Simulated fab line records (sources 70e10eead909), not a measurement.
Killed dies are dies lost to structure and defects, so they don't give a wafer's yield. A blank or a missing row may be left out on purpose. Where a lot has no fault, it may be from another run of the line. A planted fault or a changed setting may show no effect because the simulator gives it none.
Matching of chambers / flow nand harc / NHARC_A_WL_FILL_ALD_10 on ald hk-02 has 3 sister chambers
The step deposits SiO2, target thk 50 nm, pulse time 10 s, ald cycles 500. 3 wafers are shown with their chamber, then 5 later ones without.

EACH WAFER AND ITS CHAMBER
wafer=L561.2; chamber=0; heater power w (W)=459
wafer=L564.3; chamber=1; heater power w (W)=445
wafer=L564.2; chamber=3; heater power w (W)=506

WAFERS WITHOUT THEIR CHAMBER
wafer=L564.6; heater power w (W)=443
wafer=L567.2; heater power w (W)=491
wafer=L567.5; heater power w (W)=475
wafer=L569.3; heater power w (W)=482
wafer=L569.5; heater power w (W)=462

THE CHAMBER EACH PASSED THROUGH
wafer=L564.6; from the rows above=can't be placed: 1 or 0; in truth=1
wafer=L567.2; from the rows above=can't be placed: 3 or 0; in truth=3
wafer=L567.5; from the rows above=can't be placed: 0 or 1 or 3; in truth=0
wafer=L569.3; from the rows above=can't be placed: 0 or 3 or 1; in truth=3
wafer=L569.5; from the rows above=can't be placed: 0 or 1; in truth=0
Correct placement for 0 of the 5. Unplaceable from these rows: 5, with the true chamber sitting among the candidates in 5. Placed wrongly: 0.
How it was worked out, from the rows above alone: a wafer's distance from a chamber is the root of the sum, over the readings, of the square of ((its reading less the chamber's mean) divided by the reading's scatter). If the next closest chamber is less than 2 further off than the closest, the wafer can't be placed; otherwise it belongs to the closest. For every chamber, the mean is computed from those of its wafers that are shown. The scatter (one wafer shown for each chamber): square how far every hidden wafer sits from the nearest shown wafer, average those squares and take the square root.
